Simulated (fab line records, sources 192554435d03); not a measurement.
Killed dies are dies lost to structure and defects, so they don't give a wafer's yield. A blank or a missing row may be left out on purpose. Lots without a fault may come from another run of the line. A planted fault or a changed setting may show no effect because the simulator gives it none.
fab line records | flow n5_finfet
record lots=22 wafers=66 last_day=18
route steps=1938 shown MOL_CONTACT_COAG@589 BEOL_M0_SAQP@652
lots that met no fault: from a run of the same line without faults
start_h: hours from the record's first day to the start of the lot's first wafer shown | wait_h: hours since the lot's step before | " the same as in the row above | L1.1+2: a row that stands for several wafers | - no value, or no start given | * or withheld: withheld | < > ~ a bound
route shown NAME@n: a module of which the file shows steps, and the number in the route of the first | usual: mean/standard deviation of fault-free wafers | same: alike in all rows | chamber/n: place in a boat | sites: the reading at each site | _std_site: their standard deviation | _edge_site: outer sites' mean less inner sites' | radius_mm: how far each site lies from the wafer's centre | mask NAME#n: copy n | behind: the tool/chamber that last shaped the wafer | hold: why the lot was held/for how many hours/how that ended | device: the transistor (n, p or np) that didn't switch | end of line: the same wafers' tests at the end of the route | a step without rows: its recipe alone | killed: dies lost to structure and defects at the first sort, not the wafer's yield | map: a wafer's dies, x killed, . not, _ none there
set.NAME: the setting as run; set.NAME@STEP: as run at that earlier step | model.NAME: the simulator's own value behind a step, which no gauge read
steps of the route over a sample of lots; a table a step, a row a wafer
services: from which hour (start_h, from the record's first day; less than 0 if before it) a tool's chamber was out of use, for how many hours, and why
## steps
# step N5_MOL_CONTACT_COAG_STRIP_119
# recipe chemistry=N2/H2 time_s=30 power_w=1000 temp_c=250 pressure_mtorr=withheld n2_flow_sccm=1750 h2_flow_sccm=3250
# usual drypump_motor_current_A=5.8/0.58 heater_power_w=320/25
# columns lot.wafer tool chamber start_h wait_h drypump_motor_current_A heater_power_w rf_hours_counter_h
L074.2 plasma_asher-02 1 104.80 0.1 6.0 345 94
L074.5 " 1 " " 6.0 346 -
L074.6 " 0 " " 4.8 298 -
L075.1 plasma_asher-02 1 109.19 0.1 6.0 352 95
L075.5 " 0 " " 4.8 297 -
L075.6 " 1 " " 6.0 350 -
L076.1 plasma_asher-01 0 120.38 0.1 5.9 297 43
L076.4 " 0 " " 5.9 290 -
L076.5 " 0 " " 6.0 294 -
L077.1 plasma_asher-02 0 125.02 0.1 4.8 287 99
L077.2 " 1 " " 6.1 355 99
L077.5 " 0 " " 4.8 300 -
L079.2 plasma_asher-01 0 133.27 0.1 5.9 298 46
L079.4 " 0 " " 5.9 294 -
L079.5 " 0 " " 5.9 281 -
L080.4 plasma_asher-02 0 148.16 0.1 4.8 299 -
L080.5 " 1 " " 6.0 361 -
L080.6 " 0 " " 4.8 300 -
L081.2 plasma_asher-01 0 148.46 0.1 5.9 298 49
L081.4 " 1 " " 6.4 346 -
L081.5 " 1 " " 6.4 343 -
L082.1 plasma_asher-01 0 153.73 0.1 5.9 297 50
L082.4 " 1 " " 6.4 345 -
L082.5 " 0 " " 6.0 306 -
L084.2 plasma_asher-02 1 160.34 0.1 6.0 360 105
L084.3 " 1 " " 6.0 353 -
L084.4 " 0 " " 4.8 296 -
L083.2 plasma_asher-01 1 161.61 0.1 6.4 333 52
L083.5 " 1 " " 6.4 334 -
L083.6 " 0 " " 5.9 298 -
L085.1 plasma_asher-01 1 169.14 0.1 6.4 334 54
L085.2 " 0 " " 5.9 292 54
L085.4 " 1 " " 6.4 337 -
L086.2 plasma_asher-02 1 176.32 0.1 6.0 346 109
L086.3 " 0 " " 4.8 284 -
L086.6 " 0 " " 4.8 294 -
L088.3 plasma_asher-02 1 187.54 0.1 6.0 354 -
L088.4 " 0 " " 4.8 304 -
L088.6 " 1 " " 6.0 361 -
L089.1 plasma_asher-02 1 191.26 0.1 6.0 346 112
L089.2 " 0 " " 4.8 298 112
L089.3 " 1 " " 6.0 354 -
L090.1 plasma_asher-02 0 194.30 0.1 4.8 295 113
L090.2 " 1 " " 6.0 355 113
L090.5 " 1 " " 6.0 348 -
L091.2 plasma_asher-02 0 198.76 0.1 4.8 301 113
L091.4 " 1 " " 6.0 352 -
L091.6 " 0 " " 4.8 301 -
L092.2 plasma_asher-01 1 207.77 0.1 6.4 338 60
L092.3 " 1 " " 6.4 337 -
L092.6 " 1 " " 6.4 338 -
L093.1 plasma_asher-01 1 213.19 0.1 6.4 337 61
L093.2 " 0 " " 5.9 286 61
L093.5 " 0 " " 5.9 296 -
L094.1 plasma_asher-01 1 223.55 0.1 6.4 331 63
L094.4 " 1 " " 6.4 339 -
L094.6 " 1 " " 6.4 324 -
L095.2 plasma_asher-02 1 245.40 0.1 6.0 357 120
L095.4 " 1 " " 6.0 350 -
L095.5 " 1 " " 6.0 348 -
L096.1 plasma_asher-01 1 249.10 0.1 6.4 337 69
L096.4 " 1 " " 6.4 341 -
L096.5 " 0 " " 5.9 297 -
L097.3 plasma_asher-01 0 262.41 0.1 5.9 299 -
L097.4 " 1 " " 6.4 338 -
L097.5 " 0 " " 5.9 292 -
# step N5_MOL_CONTACT_COAG_CD_MEAS_40
# recipe target_cd_nm=25.1 landing_energy_ev=500 detector=se_inlens polarity=opening
# usual cd_nm=25.09/0.24
# columns lot.wafer tool chamber start_h wait_h cd_nm
L074.2 cd_sem-03 0 105.39 - 24.84
L074.5 " 0 " " 24.86
L074.6 " 0 " " 24.92
L075.1 cd_sem-02 0 109.65 - 25.06
L075.5 " 0 " " 25.56
L075.6 " 0 " " 25.30
L076.1 cd_sem-01 0 120.86 - 24.91
L076.4 " 0 " " 25.08
L076.5 " 0 " " 25.05
L077.1 cd_sem-02 0 125.48 - 25.13
L077.2 " 0 " " 25.22
L077.5 " 0 " " 24.95
L079.2 cd_sem-01 0 133.74 - 24.96
L079.4 " 0 " " 25.19
L079.5 " 0 " " 24.95
L080.4 cd_sem-01 0 148.61 - 24.65
L080.5 " 0 " " 25.23
L080.6 " 0 " " 25.10
L081.2 cd_sem-01 0 149.05 - 25.37
L081.4 " 0 " " 25.25
L081.5 " 0 " " 25.70
L082.1 cd_sem-03 0 154.20 - 24.92
L082.4 " 0 " " 25.01
L082.5 " 0 " " 25.22
L084.2 cd_sem-03 0 160.98 - 25.07
L084.3 " 0 " " 25.03
L084.4 " 0 " " 25.04
L083.2 cd_sem-02 0 162.20 - 25.05
L083.5 " 0 " " 24.85
L083.6 " 0 " " 25.00
L085.1 cd_sem-02 0 169.61 - 24.98
L085.2 " 0 " " 25.04
L085.4 " 0 " " 24.67
L086.2 cd_sem-03 0 176.79 - 25.16
L086.3 " 0 " " 25.19
L086.6 " 0 " " 24.71
L088.3 cd_sem-03 0 188.12 - 25.38
L088.4 " 0 " " 25.12
L088.6 " 0 " " 24.85
L089.1 cd_sem-02 0 191.72 - 25.20
L089.2 " 0 " " 25.16
L089.3 " 0 " " 25.02
L090.1 cd_sem-03 0 194.81 - 25.38
L090.2 " 0 " " 25.07
L090.5 " 0 " " 25.14
L091.2 cd_sem-01 0 199.38 - 24.79
L091.4 " 0 " " 25.10
L091.6 " 0 " " 25.08
L092.2 cd_sem-01 0 208.23 - 25.10
L092.3 " 0 " " 25.42
L092.6 " 0 " " 25.16
L093.1 cd_sem-03 0 213.70 - 25.16
L093.2 " 0 " " 25.21
L093.5 " 0 " " 25.61
L094.1 cd_sem-03 0 224.02 - 25.00
L094.4 " 0 " " 25.36
L094.6 " 0 " " 25.00
L095.2 cd_sem-03 0 245.99 - 24.78
L095.4 " 0 " " 25.27
L095.5 " 0 " " 24.72
L096.1 cd_sem-01 0 249.69 - 25.22
L096.4 " 0 " " 24.64
L096.5 " 0 " " 24.75
L097.3 cd_sem-02 0 262.98 - 25.06
L097.4 " 0 " " 25.22
L097.5 " 0 " " 25.06
# step N5_MOL_CONTACT_COAG_ETCH_67
# recipe chemistry=N2/H2 target=SOC target_depth_a=600 overetch_a=210 mask_material=SiARC temp_c=40 time_s=101.2 ion_energy_ev=200 pressure_mtorr=30 source_w=840 bias_w=150 n2_flow_sccm=200 h2_flow_sccm=200
# usual chamber_pressure_mTorr=29.996/0.029 drypump_motor_current_A=5.5/0.3 oes_product_au=0.66/0.067 rf_vpp_V=522.8/2.7 showerhead_plenum_p_Torr=2.50/0.096 throttle_valve_pct=17.85/0.22
# columns lot.wafer tool chamber start_h wait_h chamber_pressure_mTorr drypump_motor_current_A oes_product_au rf_hours_counter_h rf_vpp_V showerhead_plenum_p_Torr throttle_valve_pct
L074.2 rie_diel-03 0 106.17 0.0 30.021 5.6 0.68 65 527.1 2.69 18.13
L074.5 " 0 " " 29.948 5.6 0.69 - 526.7 2.69 18.10
L074.6 " 2 " " 30.010 5.6 0.64 - 517.3 2.31 17.79
L075.1 rie_diel-02 2 110.31 0.0 29.994 5.8 0.58 234 525.1 2.60 17.94
L075.5 " 0 " " 30.000 5.4 0.60 - 520.1 2.43 17.86
L075.6 " 1 " " 29.993 4.9 0.59 - 522.2 2.50 17.78
L076.1 rie_diel-02 1 121.35 0.0 29.993 4.9 0.58 234 522.7 2.50 17.78
L076.4 " 0 " " 30.025 5.4 0.60 179 520.5 2.43 17.87
L076.5 " 2 " " 29.989 5.8 0.59 - 525.8 2.60 17.98
L077.1 rie_diel-02 3 125.95 0.0 29.989 5.4 0.64 140 521.9 2.44 18.20
L077.2 " 0 " " 30.013 5.5 0.60 180 520.4 2.43 17.85
L077.5 " 1 " " 29.978 4.9 0.58 - 522.4 2.50 17.78
L079.2 rie_diel-02 1 134.29 0.0 30.009 4.9 0.58 240 521.5 2.50 17.77
L079.4 " 2 " " 29.978 5.8 0.58 245 525.8 2.60 17.98
L079.5 " 1 " " 29.980 4.9 0.57 - 523.6 2.50 17.78
L080.4 rie_diel-02 2 149.34 0.0 30.028 5.8 0.58 250 525.6 2.60 17.96
L080.5 " 0 " " 29.963 5.5 0.59 - 520.1 2.42 17.89
L080.6 " 1 " " 30.048 4.9 0.57 - 522.0 2.49 17.79
L081.2 rie_diel-03 2 149.71 0.0 30.017 5.6 0.62 174 516.0 2.31 17.81
L081.4 " 3 " " 30.027 5.8 0.76 21 520.9 2.49 17.59
L081.5 " 2 " " 29.946 5.6 0.63 - 517.9 2.31 17.83
L082.1 rie_diel-02 0 154.97 0.0 30.019 5.4 0.59 192 520.9 2.42 17.89
L082.4 " 1 " " 29.977 4.9 0.58 - 523.2 2.49 17.82
L082.5 " 3 " " 29.984 5.4 0.64 - 520.5 2.43 18.21
L084.2 rie_diel-03 0 161.55 0.0 29.942 5.6 0.66 86 527.7 2.68 18.18
L084.3 " 1 " " 29.964 5.8 0.64 121 520.9 2.43 17.82
L084.4 " 3 " " 29.968 5.8 0.75 25 523.2 2.49 17.62
L083.2 rie_diel-02 1 162.67 0.0 30.000 4.9 0.58 251 523.8 2.49 17.79
L083.5 " 3 " " 30.038 5.4 0.63 - 521.8 2.43 18.22
L083.6 " 1 " " 29.979 4.9 0.58 - 521.9 2.49 17.79
L085.1 rie_diel-01 3 170.08 0.0 29.933 5.4 0.62 171 523.9 2.55 17.57
L085.2 " 2 " " 29.995 6.0 0.70 77 525.3 2.57 17.99
L085.4 " 2 " " 29.977 6.0 0.70 - 524.7 2.58 18.00
L086.2 rie_diel-01 2 177.25 0.0 29.986 5.9 0.69 80 525.3 2.57 18.03
L086.3 " 3 " " 29.946 5.4 0.62 175 524.5 2.55 17.58
L086.6 " 2 " " 30.025 5.9 0.69 - 524.3 2.57 18.02
L088.3 rie_diel-03 1 188.68 0.0 30.023 5.7 0.64 130 520.9 2.43 17.86
L088.4 " 0 " " 30.017 5.6 0.66 97 527.7 2.68 18.16
L088.6 " 3 " " 29.924 5.8 0.73 - 521.3 2.48 17.62
L089.1 rie_diel-01 3 192.40 0.0 30.043 5.4 0.61 180 524.6 2.55 17.61
L089.2 " 0 " " 30.032 5.5 0.81 4 523.8 2.50 17.50
L089.3 " 2 " " 30.038 6.0 0.69 86 525.6 2.57 18.05
L090.1 rie_diel-02 1 195.28 0.0 30.015 4.9 0.83 2 522.3 2.49 17.36
L090.2 " 3 " " 30.002 5.4 0.63 166 522.3 2.43 18.23
L090.5 " 3 " " 29.999 5.4 0.63 - 521.2 2.43 18.23
L091.2 rie_diel-02 1 199.86 0.0 30.007 4.9 0.82 4 523.3 2.49 17.39
L091.4 " 0 " " 30.060 5.5 0.58 209 521.5 2.42 17.91
L091.6 " 1 " " 29.982 4.9 0.82 - 523.0 2.49 17.39
L092.2 rie_diel-01 3 208.75 0.0 29.971 5.4 0.61 186 522.5 2.54 17.60
L092.3 " 2 " " 29.986 6.0 0.69 91 525.8 2.57 18.04
L092.6 " 2 " " 30.019 6.0 0.69 - 524.3 2.57 18.04
L093.1 rie_diel-03 2 214.18 0.0 29.946 5.6 0.61 197 517.2 2.30 17.86
L093.2 " 1 " " 29.994 5.7 0.64 140 521.4 2.42 17.87
L093.5 " 0 " " 30.008 5.5 0.64 - 526.4 2.67 18.18
L094.1 rie_diel-01 2 224.84 0.0 29.980 6.0 0.68 96 523.4 2.57 18.05
L094.4 " 1 " " 30.042 5.1 0.68 88 523.5 2.57 17.88
L094.6 " 1 " " 29.932 5.1 0.68 - 524.7 2.57 17.88
L095.2 rie_diel-02 0 246.50 0.0 29.976 5.5 0.57 222 518.4 2.41 17.93
L095.4 " 3 " " 29.992 5.4 0.62 181 521.1 2.42 18.25
L095.5 " 2 " " 30.008 5.8 0.74 - 526.1 2.59 17.55
L096.1 rie_diel-03 3 250.20 0.0 29.999 5.8 0.71 54 521.8 2.47 17.65
L096.4 " 0 " " 29.993 5.6 0.64 118 527.6 2.67 18.23
L096.5 " 1 " " 30.043 5.7 0.62 - 521.8 2.42 17.88
L097.3 rie_diel-01 0 263.71 0.0 29.973 5.4 0.74 30 523.5 2.49 17.52
L097.4 " 2 " " 30.013 6.0 0.67 108 523.9 2.56 18.07
L097.5 " 3 " " 30.010 5.4 0.60 - 524.4 2.54 17.62
# step N5_MOL_CONTACT_COAG_STRIP_72
# recipe chemistry=N2/H2 power_w=450 temp_c=40 pressure_mtorr=20 rf_frequency_hz=6e+07 overash_fraction=3 bias_power_w=7 h2_frac=0.5 n2_flow_sccm=200 h2_flow_sccm=200
# usual chamber_pressure_mTorr=20.00/0.049 drypump_motor_current_A=5.49/0.3 oes_product_au=0.78/0.086 power_w=449.9/1.6 rf_vpp_V=58.8/1.9 showerhead_plenum_p_Torr=2.49/0.096 throttle_valve_pct=23.66/0.28
# columns lot.wafer tool chamber start_h wait_h chamber_pressure_mTorr drypump_motor_current_A oes_product_au power_w rf_hours_counter_h rf_vpp_V showerhead_plenum_p_Torr throttle_valve_pct
L074.2 rie_diel-03 0 106.41 0.0 19.96 5.61 0.82 450.5 65 56.7 2.68 24.03
L074.5 " 0 " " 20.02 5.60 0.83 450.3 - 58.0 2.69 24.06
L074.6 " 2 " " 19.93 5.58 0.78 448.1 - 58.1 2.31 23.44
L075.1 rie_diel-02 2 110.56 0.0 19.98 5.79 0.69 448.4 234 61.0 2.60 23.77
L075.5 " 0 " " 19.98 5.44 0.72 448.9 - 60.6 2.43 23.71
L075.6 " 1 " " 20.04 4.94 0.70 449.0 - 61.7 2.50 23.43
L076.1 rie_diel-02 1 121.59 0.0 19.93 4.92 0.68 448.8 234 58.1 2.49 23.44
L076.4 " 0 " " 19.95 5.41 0.70 447.7 179 58.1 2.42 23.73
L076.5 " 2 " " 20.00 5.78 0.68 450.4 - 58.2 2.60 23.80
L077.1 rie_diel-02 3 126.20 0.0 20.01 5.38 0.76 451.5 140 59.0 2.44 24.11
L077.2 " 0 " " 19.97 5.43 0.71 450.1 180 59.0 2.42 23.74
L077.5 " 1 " " 20.05 4.92 0.68 447.6 - 58.3 2.49 23.43
L079.2 rie_diel-02 1 134.54 0.0 19.99 4.94 0.68 450.9 240 59.0 2.49 23.39
L079.4 " 2 " " 20.02 5.81 0.67 448.5 245 58.1 2.59 23.85
L079.5 " 1 " " 20.03 4.93 0.68 450.3 - 58.8 2.49 23.43
L080.4 rie_diel-02 2 149.59 0.0 20.02 5.82 0.68 449.9 250 62.0 2.59 23.82
L080.5 " 0 " " 20.04 5.46 0.70 452.2 - 57.2 2.42 23.72
L080.6 " 1 " " 20.03 4.93 0.67 450.0 - 54.9 2.49 23.38
L081.2 rie_diel-03 2 149.96 0.0 20.03 5.60 0.75 452.4 174 60.0 2.30 23.45
L081.4 " 3 " " 19.98 5.76 0.90 450.2 21 56.9 2.48 23.30
L081.5 " 2 " " 20.01 5.59 0.75 452.5 - 59.2 2.30 23.49
L082.1 rie_diel-02 0 155.22 0.0 20.04 5.42 0.69 450.4 192 56.3 2.42 23.71
L082.4 " 1 " " 20.00 4.96 0.68 447.0 - 62.6 2.49 23.44
L082.5 " 3 " " 19.95 5.41 0.74 450.5 - 59.1 2.43 24.10
L084.2 rie_diel-03 0 161.80 0.0 19.94 5.64 0.81 451.0 86 59.6 2.68 24.04
L084.3 " 1 " " 19.89 5.69 0.76 451.0 121 56.6 2.42 23.66
L084.4 " 3 " " 19.99 5.85 0.89 449.2 25 60.9 2.48 23.31
L083.2 rie_diel-02 1 162.92 0.0 19.93 4.93 0.68 447.3 251 57.8 2.49 23.40
L083.5 " 3 " " 19.96 5.39 0.74 452.2 - 61.7 2.43 24.12
L083.6 " 1 " " 20.00 4.94 0.69 449.8 - 57.9 2.49 23.45
L085.1 rie_diel-01 3 170.32 0.0 19.98 5.43 0.71 452.6 172 58.4 2.55 23.40
L085.2 " 2 " " 19.99 5.94 0.85 448.4 77 56.3 2.57 23.84
L085.4 " 2 " " 19.99 5.96 0.86 447.0 - 62.4 2.57 23.82
L086.2 rie_diel-01 2 177.50 0.0 19.99 5.97 0.86 450.0 80 57.1 2.57 23.85
L086.3 " 3 " " 19.97 5.44 0.74 450.7 175 61.2 2.54 23.40
L086.6 " 2 " " 20.10 5.94 0.85 450.1 - 57.1 2.57 23.83
L088.3 rie_diel-03 1 188.93 0.0 20.08 5.72 0.75 449.4 131 61.0 2.42 23.68
L088.4 " 0 " " 19.99 5.56 0.79 451.2 97 60.5 2.67 24.06
L088.6 " 3 " " 19.75 5.79 0.90 452.6 - 59.9 2.48 23.29
L089.1 rie_diel-01 3 192.64 0.0 19.99 5.44 0.72 448.6 180 57.8 2.54 23.40
L089.2 " 0 " " 19.93 5.47 0.98 448.6 4 63.0 2.49 23.34
L089.3 " 2 " " 20.01 5.96 0.84 451.8 86 59.1 2.57 23.82
L090.1 rie_diel-02 1 195.53 0.0 19.96 4.91 1.00 451.8 2 58.5 2.48 23.15
L090.2 " 3 " " 19.96 5.36 0.74 446.1 166 62.5 2.42 24.19
L090.5 " 3 " " 19.96 5.41 0.74 448.5 - 58.8 2.43 24.20
L091.2 rie_diel-02 1 200.11 0.0 20.11 4.91 0.99 449.5 4 60.7 2.48 23.12
L091.4 " 0 " " 20.08 5.44 0.70 452.5 209 59.1 2.41 23.75
L091.6 " 1 " " 19.97 4.91 1.00 449.1 - 56.8 2.48 23.13
L092.2 rie_diel-01 3 208.99 0.0 20.00 5.41 0.71 451.5 186 56.1 2.54 23.42
L092.3 " 2 " " 20.05 5.97 0.84 449.2 91 59.3 2.57 23.80
L092.6 " 2 " " 19.92 5.96 0.84 450.8 - 60.4 2.56 23.82
L093.1 rie_diel-03 2 214.43 0.0 20.01 5.60 0.73 450.7 197 58.4 2.29 23.50
L093.2 " 1 " " 19.98 5.66 0.75 449.7 140 63.0 2.42 23.69
L093.5 " 0 " " 19.98 5.59 0.78 449.6 - 59.5 2.67 24.05
L094.1 rie_diel-01 2 225.08 0.0 19.98 5.93 0.83 449.2 96 58.1 2.56 23.79
L094.4 " 1 " " 20.02 5.12 0.82 448.8 88 58.7 2.56 23.94
L094.6 " 1 " " 19.98 5.12 0.82 450.1 - 58.2 2.56 23.92
L095.2 rie_diel-02 0 246.74 0.0 20.04 5.43 0.68 447.6 222 59.0 2.40 23.73
L095.4 " 3 " " 19.95 5.39 0.74 452.8 181 55.3 2.42 24.18
L095.5 " 2 " " 19.93 5.81 0.88 448.1 - 55.6 2.58 23.43
L096.1 rie_diel-03 3 250.45 0.0 19.99 5.79 0.85 449.9 54 57.7 2.47 23.32
L096.4 " 0 " " 19.98 5.59 0.77 448.8 118 61.2 2.66 24.11
L096.5 " 1 " " 20.04 5.71 0.73 448.2 - 59.2 2.41 23.74
L097.3 rie_diel-01 0 263.95 0.0 19.93 5.47 0.92 451.3 30 61.8 2.48 23.40
L097.4 " 2 " " 19.95 5.93 0.81 452.2 108 58.4 2.56 23.85
L097.5 " 3 " " 20.07 5.41 0.71 449.3 - 58.9 2.53 23.45
# step N5_MOL_CONTACT_COAG_THK_MEAS_53
# recipe reads=SiO2_of_MOL_CONTACT_COAG_PECVD_31
# usual VIA_MOL_THK=43.8/0.63
# columns lot.wafer tool chamber start_h wait_h VIA_MOL_THK[nm]
L074.2 film_metro-02 - 107.39 - 44.0
L074.5 " - " " 44.6
L074.6 " - " " 43.9
L075.1 film_metro-02 - 111.53 - 43.0
L075.5 " - " " 43.9
L075.6 " - " " 43.7
L076.1 film_metro-01 - 122.57 - 43.5
L076.4 " - " " 43.2
L076.5 " - " " 44.2
L077.1 film_metro-01 - 127.18 - 43.5
L077.2 " - " " 43.9
L077.5 " - " " 43.7
L079.2 film_metro-02 - 135.51 - 43.7
L079.4 " - " " 44.2
L079.5 " - " " 44.0
L080.4 film_metro-01 - 150.57 - 44.3
L080.5 " - " " 45.1
L080.6 " - " " 43.3
L081.2 film_metro-02 - 150.94 - 42.5
L081.4 " - " " 43.3
L081.5 " - " " 44.6
L082.1 film_metro-02 - 156.19 - 43.2
L082.4 " - " " 43.0
L082.5 " - " " 44.7
L084.2 film_metro-02 - 162.84 - 43.4
L084.3 " - " " 44.5
L084.4 " - " " 44.8
L083.2 film_metro-01 - 163.89 - 43.4
L083.5 " - " " 44.7
L083.6 " - " " 44.1
L085.1 film_metro-01 - 171.30 - 43.1
L085.2 " - " " 43.4
L085.4 " - " " 44.1
L086.2 film_metro-01 - 178.50 - 44.1
L086.3 " - " " 43.9
L086.6 " - " " 43.9
L088.3 film_metro-02 - 190.27 - 45.0
L088.4 " - " " 45.4
L088.6 " - " " 44.8
L089.1 film_metro-01 - 193.62 - 43.3
L089.2 " - " " 43.2
L089.3 " - " " 43.5
L090.1 film_metro-01 - 196.57 - 44.4
L090.2 " - " " 44.7
L090.5 " - " " 43.9
L091.2 film_metro-02 - 201.12 - 43.4
L091.4 " - " " 43.5
L091.6 " - " " 43.4
L092.2 film_metro-01 - 209.99 - 42.7
L092.3 " - " " 43.8
L092.6 " - " " 43.7
L093.1 film_metro-01 - 215.40 - 43.6
L093.2 " - " " 44.3
L093.5 " - " " 44.4
L094.1 film_metro-01 - 226.06 - 44.0
L094.4 " - " " 43.8
L094.6 " - " " 44.0
L095.2 film_metro-01 - 247.72 - 43.6
L095.4 " - " " 44.1
L095.5 " - " " 44.0
L096.1 film_metro-02 - 251.42 - 43.5
L096.4 " - " " 43.3
L096.5 " - " " 44.3
L097.3 film_metro-02 - 264.93 - 43.3
L097.4 " - " " 43.9
L097.5 " - " " 44.6
# step N5_BEOL_M0_SAQP_DESCUM_19
# recipe chemistry=O2 time_s=7.9 source_power_w=50 bias_power_w=20 pressure_mtorr=20 rf_frequency_hz=2.712e+07 temp_c=40 resist=CAR-ArF o2_flow_sccm=225
# usual chamber_pressure_mTorr=20.001/0.018 drypump_motor_current_A=5.7/0.41 oes_product_au=0.79/0.079 rf_vpp_V=243.2/1.5 showerhead_plenum_p_Torr=2.09/0.089 throttle_valve_pct=20.55/0.24
# columns lot.wafer tool chamber start_h wait_h chamber_pressure_mTorr drypump_motor_current_A oes_product_au rf_hours_counter_h rf_vpp_V showerhead_plenum_p_Torr throttle_valve_pct
L074.2 rie_diel-05 2 113.23 0.1 19.998 4.8 0.80 86 244.6 2.11 20.66
L074.5 " 0 " " 19.976 5.9 0.93 - 242.5 2.07 20.38
L074.6 " 3 " " 20.006 5.1 0.73 - 241.3 1.98 20.49
L075.1 rie_diel-05 3 116.80 0.0 19.995 5.2 0.73 197 241.8 1.98 20.52
L075.5 " 1 " " 20.004 5.5 0.79 - 242.6 1.99 20.26
L075.6 " 0 " " 20.002 5.9 0.95 - 240.9 2.07 20.41
L076.1 rie_diel-04 2 127.24 0.0 20.042 5.6 0.72 188 242.2 1.98 20.57
L076.4 " 0 " " 20.051 6.3 0.89 25 242.9 2.13 20.66
L076.5 " 2 " " 19.980 5.7 0.72 - 242.9 1.98 20.56
L077.1 rie_diel-04 3 132.04 0.0 20.009 5.9 0.71 167 243.9 2.19 20.93
L077.2 " 2 " " 20.025 5.7 0.72 189 240.4 1.98 20.58
L077.5 " 3 " " 20.019 5.8 0.71 - 244.6 2.19 20.93
L079.2 rie_diel-04 3 142.69 0.0 20.001 5.8 0.71 172 242.9 2.19 20.94
L079.4 " 0 " " 19.952 6.2 0.86 32 244.2 2.13 20.67
L079.5 " 0 " " 20.007 6.3 0.87 - 243.4 2.13 20.70
L080.4 rie_diel-04 0 155.32 0.0 19.986 6.3 0.85 36 243.1 2.13 20.67
L080.5 " 2 " " 19.972 5.7 0.71 - 241.1 1.97 20.56
L080.6 " 1 " " 20.008 5.9 0.71 - 245.2 2.19 20.53
L081.2 rie_diel-04 1 157.94 0.0 20.016 6.0 0.73 206 243.7 2.19 20.53
L081.4 " 0 " " 19.980 6.3 0.86 37 244.3 2.13 20.67
L081.5 " 0 " " 20.005 6.2 0.87 - 242.7 2.13 20.68
L082.1 rie_diel-05 2 162.01 0.0 19.986 4.9 0.78 102 244.1 2.11 20.68
L082.4 " 0 " " 20.066 5.9 0.91 28 242.8 2.06 20.42
L082.5 " 0 " " 20.034 5.8 0.91 - 244.2 2.06 20.42
L084.2 rie_diel-05 2 168.07 0.0 20.016 4.9 0.78 103 242.3 2.11 20.69
L084.3 " 1 " " 19.985 5.5 0.78 129 242.9 1.99 20.30
L084.4 " 3 " " 19.982 5.1 0.72 212 240.6 1.98 20.51
L083.2 rie_diel-04 2 171.32 0.1 20.016 5.6 0.71 204 242.0 1.97 20.58
L083.5 " 1 " " 19.974 6.0 0.72 - 245.3 2.18 20.53
L083.6 " 0 " " 19.994 6.3 0.85 - 244.8 2.13 20.68
L085.1 rie_diel-04 1 176.59 0.2 19.999 6.0 0.73 211 243.6 2.18 20.55
L085.2 " 3 " " 20.007 5.8 0.70 182 244.7 2.19 20.94
L085.4 " 0 " " 19.990 6.3 0.86 42 244.0 2.13 20.69
L086.2 rie_diel-06 0 183.77 0.0 19.999 5.9 0.91 21 244.5 2.21 20.46
L086.3 " 2 " " 20.013 5.9 0.92 7 244.2 2.14 20.05
L086.6 " 2 " " 19.991 5.9 0.91 - 243.9 2.14 20.04
L088.3 rie_diel-05 0 194.66 0.0 20.015 5.8 0.90 38 240.9 2.06 20.43
L088.4 " 3 " " 20.006 5.1 0.72 220 241.3 1.98 20.52
L088.6 " 1 " " 19.986 5.4 0.77 - 242.0 1.99 20.30
L089.1 rie_diel-05 2 197.98 0.0 20.003 4.8 0.78 114 243.9 2.10 20.70
L089.2 " 0 " " 20.006 5.8 0.89 38 242.0 2.06 20.43
L089.3 " 1 " " 20.015 5.5 0.77 139 242.5 1.98 20.33
L090.1 rie_diel-04 0 202.93 0.1 19.991 6.2 0.85 51 244.3 2.13 20.72
L090.2 " 1 " " 20.007 6.0 0.71 219 244.0 2.18 20.55
L090.5 " 3 " " 20.028 5.8 0.70 - 244.0 2.19 20.98
L091.2 rie_diel-04 0 205.51 0.0 20.004 6.3 0.85 51 243.3 2.13 20.70
L091.4 " 3 " " 20.004 5.9 0.69 190 244.3 2.18 20.94
L091.6 " 1 " " 19.988 6.0 0.72 - 244.5 2.18 20.54
L092.2 rie_diel-06 2 215.59 0.0 19.977 5.9 0.89 17 245.3 2.14 20.05
L092.3 " 3 " " 19.978 5.6 0.84 71 245.3 2.20 20.28
L092.6 " 1 " " 20.014 5.0 0.89 - 245.1 2.23 19.96
L093.1 rie_diel-04 2 220.49 0.0 19.998 5.7 0.69 218 242.3 1.97 20.61
L093.2 " 3 " " 19.974 5.9 0.69 195 244.3 2.18 20.96
L093.5 " 1 " " 20.030 6.0 0.71 - 244.4 2.18 20.55
L094.1 rie_diel-05 0 232.56 0.1 20.021 5.9 0.87 49 241.9 2.06 20.45
L094.4 " 3 " " 20.016 5.2 0.71 231 241.0 1.97 20.55
L094.6 " 1 " " 20.000 5.5 0.76 - 243.9 1.98 20.31
L095.2 rie_diel-05 0 253.20 0.0 20.006 5.9 0.86 55 243.0 2.05 20.45
L095.4 " 2 " " 19.975 4.9 0.76 129 242.5 2.10 20.73
L095.5 " 1 " " 19.982 5.5 0.75 - 241.7 1.98 20.34
L096.1 rie_diel-04 1 258.13 0.0 20.002 6.0 0.70 234 245.2 2.18 20.59
L096.4 " 0 " " 20.001 6.3 0.81 65 244.3 2.12 20.72
L096.5 " 3 " " 20.045 5.8 0.69 - 243.5 2.18 20.98
L097.3 rie_diel-06 0 269.73 0.0 19.975 5.9 0.86 47 244.6 2.20 20.49
L097.4 " 3 " " 20.020 5.6 0.82 83 245.5 2.20 20.30
L097.5 " 1 " " 19.975 5.0 0.87 - 246.2 2.23 19.97
## services
# columns tool chamber start_h hours kind
rie_diel-06 0 92.68 - clean
rie_diel-06 0 92.68 - consumable_replace:focus_ring
rie_diel-06 0 92.68 - consumable_replace:showerhead
rie_diel-06 0 92.68 20.7 scheduled_down
rie_diel-06 0 92.68 20.7 vent_cycle
rie_diel-02 3 106.41 11.6 repair
rie_diel-06 1 113.51 - clean
rie_diel-02 2 150.55 - clean
rie_diel-02 2 150.55 - consumable_replace:focus_ring
rie_diel-02 - 151.44 0.6 repair
rie_diel-01 0 165.02 - clean
rie_diel-01 0 165.02 - consumable_replace:focus_ring
rie_diel-01 0 165.02 16.3 scheduled_down
rie_diel-01 0 165.02 16.3 vent_cycle
rie_diel-02 1 168.17 - clean
rie_diel-02 1 168.17 - consumable_replace:focus_ring
rie_diel-02 1 168.17 20.1 scheduled_down
rie_diel-02 1 168.17 20.1 vent_cycle
rie_diel-03 3 201.09 8.5 repair
rie_diel-01 1 205.35 2.7 repair
plasma_asher-02 - 205.65 2.8 pm
rie_diel-06 1 231.72 4.9 repair
rie_diel-01 3 237.65 3.0 repair
rie_diel-01 2 253.64 4.9 repair
## key
fault none
